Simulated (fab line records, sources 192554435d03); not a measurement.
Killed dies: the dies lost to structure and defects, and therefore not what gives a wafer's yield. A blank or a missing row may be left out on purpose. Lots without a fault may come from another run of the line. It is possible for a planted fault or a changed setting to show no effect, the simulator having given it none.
A struck lot beside a sound one + flow n5 finfet + 39 steps out of a route of 1938
Sound: wafers L934.1, L934.4, L934.6. Wafers struck: L931.1, L931.3, L931.4. At the end, the cause is stated.
At each step with rows: each side's tool, then ch and its chambers, then its first start. Under that, the readings that differ: sound wafers + struck wafers + difference of the means + sigmas: that difference in standard deviations of wafers without a fault.
alike: same words and numbers on both sides, and readings whose means sit less than 2 such deviations apart. not compared: any withheld reading, any reading some wafer has no value for, any bound like >300 that may hide the same value, and any number with overlapping values for which the record gives no deviation.
A row with sigmas, a row that says differs or no value, or rows on one side alone: a step with any of these is where the two part. Numbers that have no deviation but don't overlap get no sigmas and don't part them. Lack of a reading on every wafer of one side parts them only where that side has two or more wafers.

first, 9 steps without rows for these wafers: N5_BEOL_M4_ANNEAL_95 (time 240 s); N5_BEOL_M4_SPUTTER_96 (material Cu, target thk 4.5 nm, time 8.29 s); N5_BEOL_M4_ECD_50 (material Cu, target thk 300 nm); N5_BEOL_M4_ANNEAL_51 (time 90 s); N5_BEOL_M4_CMP_52 (polishes, stops on SiOC, t overpolish 6.8 s, target thk 40 nm); N5_BEOL_M4_PRE_CLEAN_60 (time 15 s); N5_BEOL_M4_CO_CAP_55 (material Co, precursor CCTBA/H2, target thk 2 nm, time 102.1 s); N5_BEOL_M4_PRE_CLEAN_56 (time 15 s); N5_BEOL_M4_DEP_57 (deposits SiCN from 3MS/NH3, target thk 8 nm, time 14 s).
N5_BEOL_M4_RC_MEAS_101:
  sound on prober-02 ch 0, day 15 06:11; struck on prober-02 ch 0, day 14 03:20
  alike: DIBL_N, DIBL_P, IOFF_N, IOFF_P, ION_N, ION_P, SS_N, SS_P, VT_N, VT_P
then, 24 steps without rows for these wafers: N5_BEOL_M5_ILD_DEP_00 (deposits SiCOH lowk from DEMS/porogen, target thk 140.64 nm, time 25.9 s); N5_BEOL_M5_CURE_79 (cures SiCOH lowk, time 240 s); N5_BEOL_M5_PECVD_70 (deposits SiO2 from TEOS/O2, target thk 16 nm, time 18 s); N5_BEOL_M5_HM_DEP_02 (deposits TiN, target thk 20 nm); N5_BEOL_M5_COAT_59 (time 60 s, resist thk 60 nm); N5_BEOL_M5_COAT_60 (time 60 s, resist thk 12 nm); N5_BEOL_M5_COAT_71 (time 60 s, resist thk 5 nm); N5_BEOL_M5_COAT_05 (resist thk 30 nm); N5_BEOL_M5_EBR_07; N5_BEOL_M5_SOFTBAKE_06 (time 60 s); N5_BEOL_M5_EXPOSE_08 (exposes mask M5, target cd 28 nm); N5_BEOL_M5_PEB_09 (peb time 60 s); N5_BEOL_M5_DEVELOP_10 (develop time 30 s); N5_BEOL_M5_DESCUM_16 (chemistry O2, time 7 s); N5_BEOL_M5_ETCH_72 (etches underlayer in N2/H2, target depth 6.5 nm, time 5.2 s); N5_BEOL_M5_ETCH_61 (etches SiARC in CF4, target depth 15.6 nm, time 26 s); N5_BEOL_M5_ETCH_62 (etches SOC in N2/H2, target depth 75 nm, overetch 15 nm, time 112.5 s); N5_BEOL_M5_STRIP_63 (strips in N2/H2); N5_BEOL_M5_STRIP_73 (strips in N2/H2); N5_BEOL_M5_STRIP_64 (strips in CF4); N5_BEOL_M5_HM_OPEN_17 (chemistry Cl2/BCl3, target TiN, target depth 20 nm, overetch 6 nm); N5_BEOL_M5_STRIP_19 (strips in O2); N5_BEOL_M5_COAT_65 (time 60 s, resist thk 60 nm); N5_BEOL_M5_COAT_66 (time 60 s, resist thk 12 nm).
-- the record jumps here: 3 days lie between the struck wafers' starts before and after (it left off in module BEOL_M5 and takes up again in module BEOL_M13, whose first step shown is number 1710 of the route) --
N5_BEOL_M13_CMP_49: polishes, stops on SiOC, t overpolish 17.1 s, target thk 420 nm.
  sound on cmp-01 ch 0,3, day 18 11:34; struck on cmp-01 ch 0,1,2, day 17 04:17
  no value came back on the struck wafers for any of 5 readings (barrier field endpoint s (s), clearing platen down force psi (psi) and others); on the sound wafers barrier field endpoint s (s) reads 30.9 30.9 30.0
| reading                                 | sound             | struck            | difference | sigmas |
|-----------------------------------------|-------------------|-------------------|------------|--------|
| model.Cu_of_BEOL_M13_ECD_47.thk nm (nm) | 421.8 415.6 422.8 | 914.8 929.8 933.6 | +506.0     |        |
N5_BEOL_M13_THK_MEAS_50: measures by xrf.
  struck on film metro-01, day 17 04:32; sound on film metro-02, day 18 11:52
| reading      | sound       | struck      | difference | sigmas |
|--------------|-------------|-------------|------------|--------|
| M13_THK (nm) | 425 418 425 | 932 942 948 | +518       | +76    |
N5_BEOL_M13_RS_MEAS_54: the measuring method here is four-point-probe.
  struck on film metro-01, day 17 04:42; sound on film metro-01, day 18 12:00
| reading         | sound                | struck               | difference | sigmas |
|-----------------|----------------------|----------------------|------------|--------|
| M13_RS (ohm/sq) | 0.0447 0.0454 0.0446 | 0.0185 0.0183 0.0182 | -0.0266    | -39    |
N5_BEOL_M13_INSPECT_55: inspects for defects (darkfield).
  struck on defect inspect-01, day 17 04:44; sound on defect inspect-01, day 18 12:01
| reading          | sound    | struck         | difference | sigmas      |
|------------------|----------|----------------|------------|-------------|
| raw defect count | 61 53 78 | 3115 3173 3187 | +3094      | +99 or more |
N5_PASSIVATION_PROBE_49:
  struck on prober-01, day 18 10:46; sound on prober-01, day 19 12:58
| reading                  | sound          | struck         | difference | sigmas      |
|--------------------------|----------------|----------------|------------|-------------|
| defect limited yield (%) | 91.4 93.6 92.5 | 0 0 0          | -92        | -71         |
| killed_at_M4_up          | 11 10 2        | 1105 1080 1100 | +1087      | +99 or more |
| killed dies              | 102 76 88      | 1180 1180 1180 | +1091      | +73         |
| killed on rim            | 13 11 10       | 152 152 152    | +141       | +35         |
| sort n pass              | 1078 1104 1092 | 0 0 0          | -1091      | -73         |
| sort yield pct (%)       | 91.4 93.6 92.5 | 0 0 0          | -92        | -71         |
  alike: killed_at_M0_to_M3, killed at contacts, killed at front end, killed at other, killed open, killed short, sort_bin_5_function, sort_bin_6_memory

## WHERE THEY PART
Earliest at N5_BEOL_M13_CMP_49; latest, in this record, at N5_PASSIVATION_PROBE_49.

WHY: the cause the simulator had injected
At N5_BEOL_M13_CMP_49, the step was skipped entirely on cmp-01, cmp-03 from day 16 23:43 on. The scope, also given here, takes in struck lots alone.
